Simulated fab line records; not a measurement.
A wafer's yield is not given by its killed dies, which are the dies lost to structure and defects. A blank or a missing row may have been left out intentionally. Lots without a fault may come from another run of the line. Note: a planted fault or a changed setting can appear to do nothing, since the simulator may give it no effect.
Chamber matching	flow nand-harc	NHARC_P_M1_DESCUM_14 on rie-diel-03: 4 sister chambers
The step chemistry O2, time 3 s. 4 wafers are shown with their chamber, then 7 later ones without.

## WAFERS WITH THEIR CHAMBER
wafer	chamber	showerhead-plenum-p-Torr (Torr)
L446.6	2	1.92
L455.5	3	2.06
L456.4	1	1.88
L456.5	0	2.00

## WAFERS MISSING THEIR CHAMBER
wafer	showerhead-plenum-p-Torr (Torr)
L456.6	2.06
L459.1	1.92
L459.2	2.00
L459.5	1.87
L460.3	2.06
L460.5	1.92
L460.6	1.87

## THE CHAMBER EACH PASSED THROUGH
wafer	from the rows above	in truth
L456.6	3	3
L459.1	2	2
L459.2	0	0
L459.5	1	1
L460.3	3	3
L460.5	2	2
L460.6	1	1
Placed correctly: 7 of 7. From these rows, 0 cannot be placed. Placed wrongly: 0.
How it was worked out, from the rows above alone: a wafer's distance from a chamber is the root of the sum, over the readings, of the square of ((its reading less the chamber's mean) divided by the reading's scatter). The wafer belongs to the nearest chamber; if the next one is less than 2 further off, it can't be placed. Each chamber's mean is taken over the wafers shown for it. The scatter (one wafer shown for each chamber): square how far every hidden wafer sits from the nearest shown wafer, average those squares and take the square root.
